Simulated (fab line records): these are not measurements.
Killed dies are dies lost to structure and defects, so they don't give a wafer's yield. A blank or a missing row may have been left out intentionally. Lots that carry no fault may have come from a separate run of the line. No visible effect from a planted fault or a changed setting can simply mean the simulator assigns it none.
Split-lot trial ; flow n5-finfet ; on a route of 1938 steps: 7 lots, 21 wafers read

THE SPLIT ITSELF
At N5_BEOL_M5_ETCH_72 (etches underlayer in N2/H2, target depth 6.5 nm, time 5.2 s), the setting source-w was moved away from the recipe's 840 W on 8 of the 21 wafers read, by -15.2% to +17.8%. All remaining wafers had this setting at the recipe value.

Reading taken at the split's own step.

THE READING
rf-vpp-V, in V, at N5_BEOL_M5_ETCH_72 (etches underlayer in N2/H2, target depth 6.5 nm, time 5.2 s). Fault-free wafers of this fab line usually give 525 V, standard deviation 3.1 V.

wafer;tool, chamber at the split;source-w as run, W;against the recipe;rf-vpp-V, V;against lot-mates on the recipe
L074.2;rie-diel-06, 1;840;recipe;526;-
L074.3;rie-diel-06, 2;777.1;-7.5%;536;+10
L074.5;rie-diel-06, 0;777.1;-7.5%;540;+14
L086.3;rie-diel-05, 0;790.1;-5.9%;531;+5
L086.5;rie-diel-05, 1;790.1;-5.9%;538;+12
L086.6;rie-diel-05, 2;840;recipe;526;-
L081.1;rie-diel-02, 1;840;recipe;528;-
L081.2;rie-diel-02, 3;840;recipe;523;-
L081.4;rie-diel-02, 0;840;recipe;529;-
L090.2;rie-diel-05, 0;989.3;+17.8%;493;-34
L090.3;rie-diel-05, 1;840;recipe;526;-
L090.6;rie-diel-05, 2;840;recipe;527;-
L089.3;rie-diel-02, 0;840;recipe;527;-
L089.4;rie-diel-02, 2;840;recipe;524;-
L089.6;rie-diel-02, 3;840;recipe;521;-
L087.3;rie-diel-06, 2;935.8;+11.4%;503;-21
L087.4;rie-diel-06, 0;840;recipe;524;-
L087.5;rie-diel-06, 2;935.8;+11.4%;503;-21
L093.3;rie-diel-06, 2;840;recipe;523;-
L093.4;rie-diel-06, 1;712;-15.2%;555;+31
L093.6;rie-diel-06, 0;840;recipe;525;-

FIT RESULTS
A straight line over all 21 wafers: rf-vpp-V changes by -1.85 V for each +1% of source-w; r = -0.98; the points scatter about the line by 2.4 V.
The same after taking each lot's own level away (the mean of its wafers on the recipe; 21 wafers): -1.84 V for each +1%; r = -0.99; scatter 2.3 V.
On that fit, the largest move of source-w shifts the reading by 33 V.
The lots' own levels span 524.0 to 526.7 V, that is 0.9 times the standard deviation above.
So the lot-to-lot level changes the slope little: the two slopes agree.
Check: -32.8 V against its lot-mates is what the line predicts for one of the wafers moved furthest among these (+17.8%) when that wafer is left out of the fit. It came out at -33.5 V against them.
Tool readings at the split's step, against how far the setting was moved: etch-rf-on-time-s r = -0.88; rf-vpp-V r = -0.98.

ADDITIONAL SPLITS CARRIED BY THESE WAFERS
These wafers also went through other splits before the reading. Each is held against what the fit with the lots' levels taken away leaves over:
other split on the same wafers;wafers away from the commonest value;r with rf-vpp-V (lot level and that fit taken away)
N5_BEOL_M3_EXPOSE_08 dose-mj;5;-0.17
N5_BEOL_M4_PECVD_72 temp-c;6;-0.15
N5_BEOL_M5_ILD_DEP_00 time-s;3;-0.21
N5_BEOL_M5_COAT_71 spin-rpm;10;-0.23

THE WHOLE CHAIN: every reading that the file lists as answering this split, in the file's order
step;what it does;reading;change (the file's fit);r (the file's)
N5_BEOL_M5_ETCH_72;etches underlayer in N2/H2, target depth 6.5 nm, time 5.2 s;etch-rf-on-time-s;withheld for each +1% of the setting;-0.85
N5_BEOL_M5_ETCH_72;etches underlayer in N2/H2, target depth 6.5 nm, time 5.2 s;rf-vpp-V;-1.88 V for each +1% of the setting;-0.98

THE FILE'S OWN FIT
rf-vpp-V changes by -1.88 V for each +1% of source-w, r = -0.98.
